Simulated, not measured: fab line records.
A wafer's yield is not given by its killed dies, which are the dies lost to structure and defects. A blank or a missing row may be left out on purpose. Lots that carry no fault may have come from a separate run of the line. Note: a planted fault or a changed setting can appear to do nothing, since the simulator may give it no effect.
fab line records | flow n5_finfet
record: lots: 7 wafers: 21 last_day: 17
route steps=1938 shown BEOL_M12@1653 BEOL_M13@1659
lots untouched by any fault: they come from a run of this same line in which no faults occurred
start_h: the number of hours between the record's first day and the start of the first shown wafer of the lot | wait_h: how many hours have passed since the lot's step before this one | " as in the row above | L1.1+2: several wafers, shown together as one row | - no value, or no start given | * or withheld: withheld | < > ~ a bound
route shown NAME@n: NAME is a module with steps in the file, n the number in the route of the first one | usual: mean/standard deviation of fault-free wafers | same: alike in all rows | chamber/n: place in a boat | sites: the reading at each site | _std_site: their standard deviation | _edge_site: inner sites' mean taken away from outer sites' mean | radius_mm: for every site, how far away it sits from the centre of the wafer | mask NAME#n: copy n | behind: tool/chamber where the wafer was last shaped | hold: the reason the lot was held/the length of the hold in hours/how it ended | device: which transistor (n, p or np) failed to switch | end of line: at the end of the route, the tests of the same wafers | a step given without rows: its recipe and nothing more | killed: dies that structure and defects cost at the first sort, which is not the same as the wafer's yield | map: dies across one wafer; x = killed, . = not, _ = none there
set.NAME: the setting as run; set.NAME@STEP: as run at that earlier step | model.NAME: the simulator's own value behind a step, which no gauge read
lots at some steps of the route; a table a step, a row a wafer
services: a tool's chamber out of use, with start hour (start_h, from the record's first day; less than 0 if before it), hours out, and reason
== steps ==
step: N5_BEOL_M12_CMP_49
recipe: stop_on: SiOC t_overpolish_s: 20.6 down_force_psi: 1 platen_rpm: 50 clearing_platen_down_force_psi: 1.5 clearing_platen_rpm: 50 post_cmp_clean: cu_alkaline target_thk_nm: 320 clearing_platen_pad_velocity_m_s: 0.99484 pad_velocity_m_s: 0.99484
usual: barrier_field_endpoint_s: 30.1/0.64 clearing_platen_rpm: 50.004/0.023 motor_current_A: 6.3/0.55 overpolish_run_s: 20.599/0.0091 retaining_ring_pressure_frac: 1.000/0.005 slurry_flow_ml_min: 150.0/0.48
columns lot.wafer tool chamber start_h wait_h barrier_field_endpoint_s clearing_platen_rpm motor_current_A overpolish_run_s retaining_ring_pressure_frac slurry_flow_ml_min
L283.1 cmp-03 0 254.71 0.3 30.7 50.006 6.0 20.602 0.999 150.7
L283.3 " 1 " " 29.8 50.015 6.4 20.605 0.993 150.1
L283.6 " 1 " " 30.0 50.007 6.4 20.593 0.995 150.5
L286.4 cmp-02 3 274.99 0.1 29.8 50.016 5.7 20.597 1.004 149.8
L286.2 " 1 " " 30.2 49.969 6.9 20.601 0.995 149.5
L286.6 " 3 " " 29.6 50.082 5.6 20.609 0.997 149.4
L291.4 cmp-03 2 279.46 0.1 31.2 49.997 7.4 20.599 1.003 149.9
L291.2 " 0 " " 32.2 50.026 5.9 20.608 1.001 149.6
L291.5 " 2 " " 31.9 49.995 7.5 20.604 1.001 149.8
L287.1 cmp-04 1 280.28 0.3 31.0 49.981 6.4 20.592 0.993 149.4
L287.3 " 2 " " 30.3 50.018 6.9 20.586 0.999 150.5
L287.4 " 3 " " 30.5 49.992 5.5 20.606 0.994 150.8
L299.2 cmp-03 0 339.38 0.2 30.6 49.944 5.8 20.610 0.999 150.2
L299.3 " 1 " " 29.7 49.971 6.4 20.581 0.992 150.0
L299.1 " 2 " " 29.9 50.004 7.2 20.602 1.007 150.2
L300.2 cmp-04 1 353.02 0.2 29.6 50.019 6.2 20.608 1.004 149.7
L300.3 " 2 " " 30.3 49.967 7.1 20.609 1.000 149.4
L300.5 " 0 " " 30.2 50.042 6.6 20.606 0.998 149.8
L303.2 cmp-02 3 369.68 0.2 29.9 49.978 5.5 20.584 1.003 150.0
L303.6 " 2 " " 29.3 50.003 6.5 20.583 0.996 150.3
L303.5 " 3 " " 30.6 49.998 5.3 20.617 0.993 149.2
step: N5_BEOL_M12_THK_MEAS_50
recipe: thk_meas_gauge: xrf reads: Cu_of_BEOL_M12_ECD_47
usual: M12_THK: 320/4.7
columns lot.wafer tool chamber start_h wait_h M12_THK[nm]
L283.1 film_metro-01 - 255.01 - 317
L283.3 " - " " 321
L283.6 " - " " 316
L286.2 film_metro-01 - 275.29 - 315
L286.4 " - " " 324
L286.6 " - " " 317
L291.2 film_metro-01 - 279.76 - 325
L291.4 " - " " 320
L291.5 " - " " 319
L287.1 film_metro-01 - 280.54 - 321
L287.3 " - " " 311
L287.4 " - " " 311
L299.1 film_metro-01 - 339.64 - 317
L299.2 " - " " 316
L299.3 " - " " 319
L300.2 film_metro-02 - 353.27 - 317
L300.3 " - " " 317
L300.5 " - " " 317
L303.2 film_metro-01 - 369.95 0.2 322
L303.5 " - " " 331
L303.6 " - " " 327
step: N5_BEOL_M12_PRE_CLEAN_52
recipe: gas: NH3 time_s: 15 temp_c: withheld rf_power_w: 300
step: N5_BEOL_M12_DEP_53
recipe: material: SiCN target_thk_a: 300 temp_c: withheld precursor: 3MS/NH3 pressure_torr: 3 rf_w: 675 time_s: 10.5
usual: rf_fwd_power_W: 666.3/2.5 showerhead_plenum_p_Torr: 4.158/0.028 throttle_valve_pct: 18.2/0.86
same: time_s: 10.5
columns lot.wafer tool chamber start_h wait_h rf_fwd_power_W showerhead_plenum_p_Torr throttle_valve_pct
L283.1 pecvd-01 1 255.07 0.0 662.6 4.202 18.3
L283.3 " 0 " " 668.8 4.151 18.2
L283.6 " 0 " " 663.1 4.149 18.1
L286.2 pecvd-01 0 275.36 0.0 662.7 4.146 18.0
L286.4 " 0 " " 667.1 4.155 18.3
L286.6 " 0 " " 660.5 4.143 18.1
L291.2 pecvd-01 2 279.82 0.0 669.3 4.128 17.2
L291.4 " 1 " " 666.1 4.212 18.3
L291.5 " 2 " " 668.8 4.132 17.1
L287.1 pecvd-02 1 280.60 0.0 664.6 4.192 19.3
L287.3 " 2 " " 663.4 4.132 17.1
L287.4 " 0 " " 666.1 4.130 18.2
L299.1 pecvd-01 1 339.70 0.0 667.3 4.203 18.3
L299.2 " 0 " " 667.2 4.139 18.4
L299.3 " 2 " " 668.8 4.131 17.5
L300.2 pecvd-03 1 353.33 0.0 665.6 4.172 19.7
L300.3 " 0 " " 669.3 4.176 18.6
L300.5 " 0 " " 665.3 4.184 18.8
L303.2 pecvd-02 2 370.01 0.0 662.5 4.130 17.3
L303.5 " 0 " " 671.0 4.124 18.8
L303.6 " 1 " " 660.2 4.188 19.0
step: N5_BEOL_M12_RS_MEAS_54
recipe: thk_meas_gauge: four-point-probe reads: Cu_of_BEOL_M12_ECD_47+Ta_of_BEOL_M12_SPUTTER_44+TaN_of_BEOL_M12_SPUTTER_43
usual: M12_RS: 0.0602/0.00083
columns lot.wafer tool chamber start_h wait_h M12_RS[ohm/sq]
L283.1 film_metro-02 - 255.13 0.0 0.0601
L283.3 " - " " 0.0596
L283.6 " - " " 0.0600
L286.2 film_metro-01 - 275.44 0.1 0.0608
L286.4 " - " " 0.0590
L286.6 " - " " 0.0604
L291.2 film_metro-02 - 279.88 0.0 0.0588
L291.4 " - " " 0.0603
L291.5 " - " " 0.0602
L287.1 film_metro-02 - 280.67 0.0 0.0593
L287.3 " - " " 0.0612
L287.4 " - " " 0.0611
L299.1 film_metro-01 - 339.77 0.0 0.0605
L299.2 " - " " 0.0607
L299.3 " - " " 0.0597
L300.2 film_metro-01 - 353.40 0.0 0.0608
L300.3 " - " " 0.0605
L300.5 " - " " 0.0607
L303.2 film_metro-02 - 370.08 0.0 0.0601
L303.5 " - " " 0.0583
L303.6 " - " " 0.0589
step: N5_BEOL_M12_INSPECT_55
recipe: inspect_instrument: darkfield mode: post_dep
usual: raw_defect_count: 73/21
columns lot.wafer tool chamber start_h wait_h raw_defect_count
L283.1 defect_inspect-02 - 255.16 0.0 55
L283.3 " - " " 56
L283.6 " - " " 43
L286.2 defect_inspect-02 - 275.46 0.0 51
L286.4 " - " " 62
L286.6 " - " " 49
L291.2 defect_inspect-01 - 279.91 0.0 70
L291.4 " - " " 61
L291.5 " - " " 41
L287.1 defect_inspect-01 - 280.69 0.0 77
L287.3 " - " " 90
L287.4 " - " " 69
L299.1 defect_inspect-02 - 339.79 0.0 65
L299.2 " - " " 87
L299.3 " - " " 82
L300.2 defect_inspect-01 - 353.42 0.0 44
L300.3 " - " " 60
L300.5 " - " " 43
L303.2 defect_inspect-01 - 370.10 0.0 87
L303.5 " - " " 108
L303.6 " - " " 78
step: N5_BEOL_M13_ILD_DEP_00
recipe: material: SiOC target_thk_a: 8379.2 temp_c: 350 precursor: DEMS/O2 pressure_torr: 5 rf_w: 500 time_s: 166.4
usual: heater_power_w: 474/70 rf_fwd_power_W: 498.6/1.5 showerhead_plenum_p_Torr: 5.693/0.016 throttle_valve_pct: 11.9/0.66
same: time_s: 166.4
columns lot.wafer tool chamber start_h wait_h heater_power_w rf_fwd_power_W showerhead_plenum_p_Torr throttle_valve_pct
L283.1 pecvd-03 0 255.20 0.0 588 498.6 5.694 11.9
L283.3 " 1 " " 480 498.8 5.696 13.1
L283.6 " 2 " " 431 497.7 5.673 11.1
L286.2 pecvd-03 1 275.50 0.0 490 498.6 5.689 13.0
L286.4 " 2 " " 485 497.5 5.681 11.2
L286.6 " 0 " " 580 502.1 5.699 12.4
L291.2 pecvd-01 0 279.94 0.0 506 497.3 5.681 11.8
L291.4 " 0 " " 406 498.6 5.690 11.9
L291.5 " 1 " " 411 499.6 5.719 12.1
L287.1 pecvd-04 0 280.73 0.0 431 497.0 5.691 11.8
L287.3 " 1 " " 585 500.1 5.676 11.3
L287.4 " 1 " " 472 496.9 5.685 11.0
L299.1 pecvd-03 2 339.83 0.0 420 498.8 5.675 11.2
L299.2 " 0 " " 580 500.5 5.705 12.3
L299.3 " 1 " " 459 500.4 5.697 12.8
L300.2 pecvd-01 0 353.46 0.0 456 498.6 5.684 11.9
L300.3 " 2 " " 427 499.1 5.672 11.1
L300.5 " 0 " " 484 499.4 5.679 12.0
L303.2 pecvd-03 1 370.14 0.0 495 498.2 5.706 12.8
L303.5 " 0 " " 543 499.7 5.699 12.2
L303.6 " 2 " " 519 502.0 5.664 11.1
step: N5_BEOL_M13_THK_MEAS_01
recipe: reads: SiOC_of_BEOL_M13_ILD_DEP_00
usual: M13_ILD_THK: 839/11
columns lot.wafer tool chamber start_h wait_h M13_ILD_THK[nm]
L283.1 film_metro-02 - 255.35 0.1 829
L283.3 " - " " 836
L283.6 " - " " 854
L286.2 film_metro-02 - 275.65 0.1 837
L286.4 " - " " 861
L286.6 " - " " 842
L291.2 film_metro-02 - 280.10 0.1 829
L291.4 " - " " 843
L291.5 " - " " 838
L287.1 film_metro-02 - 280.88 0.1 825
L287.3 " - " " 826
L287.4 " - " " 837
L299.1 film_metro-01 - 339.98 0.1 833
L299.2 " - " " 834
L299.3 " - " " 827
L300.2 film_metro-01 - 353.61 0.1 841
L300.3 " - " " 836
L300.5 " - " " 847
L303.2 film_metro-01 - 370.29 0.1 840
L303.5 " - " " 856
L303.6 " - " " 860
step: N5_BEOL_M13_COAT_58
recipe: resist: BARC temp_c: 205 time_s: 60 spin_rpm: 1500 resist_thk_nm: 89
step: N5_BEOL_M13_COAT_04
recipe: spin_rpm: 1625 resist_thk_nm: 400
step: N5_BEOL_M13_EBR_06
recipe: solvent: PGMEA ebr_width_mm: 1.5
step: N5_BEOL_M13_SOFTBAKE_05
recipe: temp_c: 130 time_s: 60
step: N5_BEOL_M13_EXPOSE_07
recipe: mask_id: V12 na: 0.93 source_shape: conventional sigma_outer: 0.6 polarization: unpolarized attpsm_phase_deg: 180 dose_mj: 24.8
usual: exposure_dose_mJ_cm2: 24.772/0.026 focus_offset_nm: 0.0/0.54
columns lot.wafer tool chamber start_h wait_h mask exposure_dose_mJ_cm2 focus_offset_nm
L283.1 krf_scanner-01 0 255.60 - V12#0 24.769 0.2
L283.3 " 0 " " V12#0 24.791 0.5
L283.6 " 0 " " V12#0 24.798 0.1
L286.2 krf_scanner-02 - 275.91 - V12#0 - -
L286.4 " - " " V12#0 - -
L286.6 " - " " V12#0 - -
L291.2 krf_scanner-01 - 280.36 - V12#0 - -
L291.4 " - " " V12#0 - -
L291.5 " - " " V12#0 - -
L287.1 krf_scanner-01 - 281.01 - V12#0 - -
L287.3 " - " " V12#0 - -
L287.4 " - " " V12#0 - -
L299.1 krf_scanner-02 0 340.11 - V12#0 24.782 0.0
L299.2 " 0 " " V12#0 24.739 -0.5
L299.3 " 0 " " V12#0 24.784 -0.3
L300.2 krf_scanner-01 0 353.75 - V12#0 24.764 0.2
L300.3 " 0 " " V12#0 24.760 0.3
L300.5 " 0 " " V12#0 24.754 0.5
L303.2 krf_scanner-02 0 370.55 - V12#0 24.780 0.3
L303.5 " 0 " " V12#0 24.768 -0.5
L303.6 " 0 " " V12#0 24.772 -0.3
step: N5_BEOL_M13_PEB_08
recipe: peb_temp_c: 130 peb_time_s: 90
== services ==
columns tool chamber start_h hours kind
krf_scanner-02 - 232.79 1.3 pm
pecvd-04 2 239.49 10.0 repair
krf_scanner-02 - 246.82 0.3 repair
cmp-02 - 247.72 1.5 repair
pecvd-03 2 250.98 2.1 scheduled_down
cmp-02 - 263.21 4.0 pm
krf_scanner-02 - 269.11 0.8 pm
pecvd-01 1 273.93 5.5 scheduled_down
pecvd-03 - 275.77 0.4 repair
pecvd-03 - 280.65 5.5 pm
cmp-04 - 281.99 2.7 repair
cmp-03 - 282.73 4.0 pm
krf_scanner-01 - 284.15 0.7 repair
krf_scanner-01 - 285.34 1.3 pm
krf_scanner-02 - 292.64 1.0 pm
cmp-04 - 298.99 5.5 pm
pecvd-01 0 308.57 10.3 repair
cmp-03 - 310.68 2.1 pm
cmp-03 - 321.71 1.7 repair
cmp-04 - 324.22 0.3 repair
pecvd-04 - 324.79 6.0 pm
cmp-02 - 330.03 11.7 pm
pecvd-01 - 334.76 2.8 pm
pecvd-01 0 364.00 5.5 scheduled_down
== key ==
first_sign: step: N5_BEOL_M13_EXPOSE_07 reading: tool_record direction: missing
effect none on later readings
met_at N5_BEOL_M13_EXPOSE_07
struck_wafers L286.2,L286.4,L286.6,L287.1,L287.3,L287.4,L291.2,L291.4,L291.5
later_rows_left_out L286.2,L286.4,L286.6,L287.1,L287.3,L287.4,L291.2,L291.4,L291.5
sort_left_out L286.2,L286.4,L286.6,L287.1,L287.3,L287.4,L291.2,L291.4,L291.5
onset_between 255.60 275.91
fault: kind: skipped_step_whole tool: krf_scanner-01,krf_scanner-02 chamber: - onset_h: 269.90 steps: N5_BEOL_M13_EXPOSE_07 scope: struck_lots_only
sort_left_out: the simulated sort isn't trusted on such a fault, so these wafers' sort isn't shown, and their yield isn't known
later_rows_left_out: the simulator's readings of these wafers behind a module that went badly wrong aren't trusted and aren't shown, but for the sort
